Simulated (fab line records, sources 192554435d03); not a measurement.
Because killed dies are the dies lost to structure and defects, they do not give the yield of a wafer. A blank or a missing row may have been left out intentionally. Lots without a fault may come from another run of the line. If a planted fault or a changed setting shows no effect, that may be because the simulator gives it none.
Chamber matching / flow n5 finfet / N5_BEOL_M1_ETCH_64 on rie diel-06: 4 sister chambers
The step etches SOC in N2/H2, target depth 75 nm, overetch 15 nm, time 112.5 s. 8 wafers are shown with their chamber, then 12 later ones without.

## EACH WAFER AND ITS CHAMBER
wafer=L083.6; chamber=1; showerhead plenum p Torr (Torr)=2.62; drypump motor current A (A)=5.7
wafer=L085.1; chamber=3; showerhead plenum p Torr (Torr)=2.40; drypump motor current A (A)=5.2
wafer=L086.3; chamber=1; showerhead plenum p Torr (Torr)=2.61; drypump motor current A (A)=5.7
wafer=L086.4; chamber=0; showerhead plenum p Torr (Torr)=2.63; drypump motor current A (A)=5.7
wafer=L086.5; chamber=0; showerhead plenum p Torr (Torr)=2.63; drypump motor current A (A)=5.7
wafer=L087.3; chamber=2; showerhead plenum p Torr (Torr)=2.45; drypump motor current A (A)=6.8
wafer=L087.4; chamber=3; showerhead plenum p Torr (Torr)=2.40; drypump motor current A (A)=5.2
wafer=L087.5; chamber=2; showerhead plenum p Torr (Torr)=2.45; drypump motor current A (A)=6.7

## WAFERS WITHOUT THEIR CHAMBER
wafer=L088.1; showerhead plenum p Torr (Torr)=2.61; drypump motor current A (A)=5.7
wafer=L088.2; showerhead plenum p Torr (Torr)=2.40; drypump motor current A (A)=5.2
wafer=L088.5; showerhead plenum p Torr (Torr)=2.40; drypump motor current A (A)=5.2
wafer=L089.2; showerhead plenum p Torr (Torr)=2.63; drypump motor current A (A)=5.7
wafer=L089.5; showerhead plenum p Torr (Torr)=2.61; drypump motor current A (A)=5.7
wafer=L089.6; showerhead plenum p Torr (Torr)=2.45; drypump motor current A (A)=6.7
wafer=L095.4; showerhead plenum p Torr (Torr)=2.62; drypump motor current A (A)=5.7
wafer=L095.5; showerhead plenum p Torr (Torr)=2.40; drypump motor current A (A)=5.2
wafer=L095.6; showerhead plenum p Torr (Torr)=2.44; drypump motor current A (A)=6.8
wafer=L097.2; showerhead plenum p Torr (Torr)=2.62; drypump motor current A (A)=5.7
wafer=L097.4; showerhead plenum p Torr (Torr)=2.39; drypump motor current A (A)=5.2
wafer=L097.5; showerhead plenum p Torr (Torr)=2.60; drypump motor current A (A)=5.7

## THE CHAMBER EACH PASSED THROUGH
wafer=L088.1; from the rows above=1; in truth=1
wafer=L088.2; from the rows above=3; in truth=3
wafer=L088.5; from the rows above=3; in truth=3
wafer=L089.2; from the rows above=0; in truth=0
wafer=L089.5; from the rows above=1; in truth=1
wafer=L089.6; from the rows above=2; in truth=2
wafer=L095.4; from the rows above=can't be placed: 1 or 0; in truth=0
wafer=L095.5; from the rows above=3; in truth=3
wafer=L095.6; from the rows above=2; in truth=2
wafer=L097.2; from the rows above=can't be placed: 1 or 0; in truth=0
wafer=L097.4; from the rows above=3; in truth=3
wafer=L097.5; from the rows above=1; in truth=1
Placed correctly: 10 of 12. From these rows, 2 cannot be placed; in 2 the true chamber is one of the candidates. 0 placed wrongly.
How it was worked out, from the rows above alone: a wafer's distance from a chamber is the root of the sum, over the readings, of the square of ((its reading less the chamber's mean) divided by the reading's scatter). The wafer belongs to the nearest chamber; if the next one is less than 2 further off, it can't be placed. For every chamber, the mean is computed from those of its wafers that are shown. The scatter: the root of (the sum of the squares of (reading less its chamber's mean) over the shown wafers, divided by (wafers less chambers)).
